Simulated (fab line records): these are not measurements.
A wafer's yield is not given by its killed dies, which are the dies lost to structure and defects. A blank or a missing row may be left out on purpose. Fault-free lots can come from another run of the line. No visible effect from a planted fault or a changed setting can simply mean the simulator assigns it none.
The tool behind it: which one? ; flow n5-finfet ; 24 lots with 72 wafers sampled at 4 steps, on a route of 1938 steps

WHAT THE GAUGES SHOWED, per wafer
N5_BEOL_M1_THK_MEAS_53: measures by xrf.
lot;measured;on;M1_THK (nm)
L074;day 6 09:02;film-metro-02;39.5 40.7 40.3
L075;day 6 21:30;film-metro-01;37.4 35.5 36.7
L076;day 6 22:51;film-metro-01;39.4 40.0 40.4
L077;day 7 02:34;film-metro-02;35.9 36.1 39.9
L079;day 7 15:32;film-metro-02;39.5 39.4 36.6
L078;day 7 20:28;film-metro-01;35.7 36.3 37.0
L081;day 8 20:03;film-metro-01;37.1 39.7 38.3
L080;day 9 02:34;film-metro-01;42.6 39.8 39.3
L083;day 9 03:13;film-metro-02;40.5 42.1 40.2
L082;day 9 06:19;film-metro-02;37.4 40.1 37.5
L084;day 10 01:25;film-metro-01;38.4 41.2 38.8
L085;day 10 05:48;film-metro-02;40.9 40.0 37.4
L086;day 10 05:59;film-metro-01;42.1 36.7 40.7
L087;day 10 08:20;film-metro-01;37.1 38.0 38.9
L088;day 10 13:47;film-metro-02;40.4 39.4 39.0
L090;day 10 14:54;film-metro-02;40.6 39.7 42.1
L089;day 10 21:35;film-metro-02;36.2 37.0 37.9
L091;day 10 22:16;film-metro-02;38.9 40.0 41.0
L092;day 11 09:02;film-metro-02;35.4 37.5 42.3
L093;day 11 12:24;film-metro-01;41.3 42.1 43.3
L094;day 11 14:52;film-metro-01;43.7 41.5 40.2
L095;day 11 18:56;film-metro-02;41.3 37.2 39.7
L096;day 12 01:33;film-metro-01;37.7 36.2 41.1
L097;day 12 14:35;film-metro-01;38.5 39.1 38.4

WHAT TOOL EACH LOT RAN ON (gives the tool, then ch and the chambers of the sampled wafers, and finally the start)
lot;N5_BEOL_M1_ANNEAL_89;N5_BEOL_M1_SPUTTER_90;N5_BEOL_M1_ANNEAL_51
L074;pvd-sputter-02, day 6 07:26;pvd-sputter-02, day 6 07:35;rtp-anneal-01 ch 0, day 6 08:34
L075;pvd-sputter-02, day 6 19:55;pvd-sputter-02, day 6 20:03;rtp-anneal-01 ch 0, day 6 20:55
L076;pvd-sputter-03, day 6 21:07;pvd-sputter-03, day 6 21:15;rtp-anneal-01 ch 0, day 6 22:12
L077;pvd-sputter-02, day 7 00:59;pvd-sputter-02, day 7 01:07;rtp-anneal-01 ch 0, day 7 01:59
L079;pvd-sputter-03, day 7 13:56;pvd-sputter-03, day 7 14:05;rtp-anneal-02 ch 0, day 7 14:56
L078;pvd-sputter-03, day 7 18:53;pvd-sputter-03, day 7 19:01;rtp-anneal-02 ch 0, day 7 19:55
L081;pvd-sputter-03, day 8 18:28;pvd-sputter-03, day 8 18:36;rtp-anneal-01 ch 0, day 8 19:28
L080;pvd-sputter-02, day 9 00:59;pvd-sputter-02, day 9 01:07;rtp-anneal-01 ch 0, day 9 01:59
L083;pvd-sputter-03, day 9 01:25;pvd-sputter-03, day 9 01:34;rtp-anneal-02 ch 0, day 9 02:40
L082;pvd-sputter-03, day 9 04:36;pvd-sputter-03, day 9 04:44;rtp-anneal-01 ch 0, day 9 05:43
L084;pvd-sputter-01, day 9 23:50;pvd-sputter-01, day 9 23:58;rtp-anneal-01 ch 0, day 10 00:50
L085;pvd-sputter-02, day 10 04:13;pvd-sputter-02, day 10 04:21;rtp-anneal-01 ch 0, day 10 05:15
L086;pvd-sputter-01, day 10 04:13;pvd-sputter-01, day 10 04:21;rtp-anneal-02 ch 0, day 10 05:23
L087;pvd-sputter-02, day 10 06:38;pvd-sputter-02, day 10 06:46;rtp-anneal-01 ch 0, day 10 07:44
L088;pvd-sputter-03, day 10 11:48;pvd-sputter-03, day 10 11:56;rtp-anneal-01 ch 0, day 10 12:48
L090;pvd-sputter-01, day 10 13:01;pvd-sputter-01, day 10 13:10;rtp-anneal-01 ch 0, day 10 14:07
L089;pvd-sputter-01, day 10 19:52;pvd-sputter-01, day 10 20:01;rtp-anneal-02 ch 0, day 10 20:59
L091;pvd-sputter-03, day 10 20:40;pvd-sputter-03, day 10 20:49;rtp-anneal-01 ch 0, day 10 21:48
L092;pvd-sputter-02, day 11 07:27;pvd-sputter-02, day 11 07:35;rtp-anneal-01 ch 0, day 11 08:26
L093;pvd-sputter-01, day 11 10:48;pvd-sputter-01, day 11 10:56;rtp-anneal-02 ch 0, day 11 11:52
L094;pvd-sputter-03, day 11 13:16;pvd-sputter-03, day 11 13:25;rtp-anneal-02 ch 0, day 11 14:25
L095;pvd-sputter-02, day 11 17:20;pvd-sputter-02, day 11 17:29;rtp-anneal-02 ch 0, day 11 18:20
L096;pvd-sputter-02, day 11 23:58;pvd-sputter-02, day 12 00:06;rtp-anneal-02 ch 0, day 12 01:00
L097;pvd-sputter-03, day 12 12:59;pvd-sputter-03, day 12 13:08;rtp-anneal-02 ch 0, day 12 14:02
- N5_BEOL_M1_ANNEAL_89: time 240 s.
- N5_BEOL_M1_SPUTTER_90: material Cu, target thk 4.5 nm, time 8.29 s.
- N5_BEOL_M1_ANNEAL_51: time 90 s.

WHAT THE TOOLS THEMSELVES READ (means of the sampled wafers that have a number; where no wafer has one, the mark that the record gives instead)
N5_BEOL_M1_ANNEAL_89.
lot;tool;heater-power-w (W);susceptor_temp_C_max
L074;pvd-sputter-02;739;400.8
L075;pvd-sputter-02;773;400.9
L076;pvd-sputter-03;829;401.0
L077;pvd-sputter-02;784;400.7
L079;pvd-sputter-03;840;401.4
L078;pvd-sputter-03;836;401.2
L081;pvd-sputter-03;805;401.2
L080;pvd-sputter-02;780;400.8
L083;pvd-sputter-03;829;401.0
L082;pvd-sputter-03;844;401.2
L084;pvd-sputter-01;829;401.0
L085;pvd-sputter-02;780;401.0
L086;pvd-sputter-01;858;401.1
L087;pvd-sputter-02;789;400.8
L088;pvd-sputter-03;853;401.1
L090;pvd-sputter-01;849;400.4
L089;pvd-sputter-01;812;401.3
L091;pvd-sputter-03;835;401.2
L092;pvd-sputter-02;764;400.9
L093;pvd-sputter-01;866;400.6
L094;pvd-sputter-03;848;401.1
L095;pvd-sputter-02;766;401.0
L096;pvd-sputter-02;750;400.7
L097;pvd-sputter-03;829;401.5

N5_BEOL_M1_SPUTTER_90.
lot;tool;chamber-pressure-pa (Pa);throttle-valve-pct (%)
L074;pvd-sputter-02;0.07003;30.1
L075;pvd-sputter-02;0.07003;29.8
L076;pvd-sputter-03;0.06995;30.1
L077;pvd-sputter-02;0.07004;30.1
L079;pvd-sputter-03;0.07009;29.3
L078;pvd-sputter-03;0.06998;30.0
L081;pvd-sputter-03;0.06987;30.3
L080;pvd-sputter-02;0.06992;30.3
L083;pvd-sputter-03;0.06993;29.8
L082;pvd-sputter-03;0.07010;30.0
L084;pvd-sputter-01;0.07003;30.3
L085;pvd-sputter-02;0.07011;29.8
L086;pvd-sputter-01;0.06989;30.3
L087;pvd-sputter-02;0.06996;30.2
L088;pvd-sputter-03;0.06993;29.5
L090;pvd-sputter-01;0.07002;30.3
L089;pvd-sputter-01;0.06987;30.3
L091;pvd-sputter-03;0.07003;30.1
L092;pvd-sputter-02;0.06994;30.3
L093;pvd-sputter-01;0.06995;30.2
L094;pvd-sputter-03;0.07010;29.5
L095;pvd-sputter-02;0.07008;30.4
L096;pvd-sputter-02;0.06999;30.3
L097;pvd-sputter-03;0.07007;29.8

N5_BEOL_M1_ANNEAL_51.
lot;tool;wafer_temp_C_max
L074;rtp-anneal-01;225.7
L075;rtp-anneal-01;225.6
L076;rtp-anneal-01;225.7
L077;rtp-anneal-01;225.4
L079;rtp-anneal-02;226.5
L078;rtp-anneal-02;226.2
L081;rtp-anneal-01;225.8
L080;rtp-anneal-01;225.8
L083;rtp-anneal-02;226.1
L082;rtp-anneal-01;226.0
L084;rtp-anneal-01;225.6
L085;rtp-anneal-01;225.7
L086;rtp-anneal-02;226.2
L087;rtp-anneal-01;226.0
L088;rtp-anneal-01;225.6
L090;rtp-anneal-01;225.9
L089;rtp-anneal-02;226.3
L091;rtp-anneal-01;225.8
L092;rtp-anneal-01;226.0
L093;rtp-anneal-02;226.0
L094;rtp-anneal-02;226.2
L095;rtp-anneal-02;226.5
L096;rtp-anneal-02;226.2
L097;rtp-anneal-02;226.4

THE ANSWER, worked out from the rows above alone
Rule: the lots themselves supply what counts as usual. The widest of any qualifying gaps counts: lots, ordered by their means at a reading, are off when they make up no more than a third of the lots, leave a main group of 4 or more, and stand apart from it by 3 or more times the standard deviation of that group's means. If all means in a main group match to the digits the tables above print for the reading, that group is not used. Also off: a lot with no number at a reading for which 4 or more lots have one. Where the step has rows for the other lots, those lots are counted as sound. Order of review: gauges by route order, followed by the tools' own readings, for which a lot's mean as printed above is used. At the first step where some lot is off, the reading lying furthest off is the one used; lots without a number count as furthest.
No lot is off at any reading shown: from this, nothing can be told.

WHAT WAS PUT IN BY THE SIMULATOR
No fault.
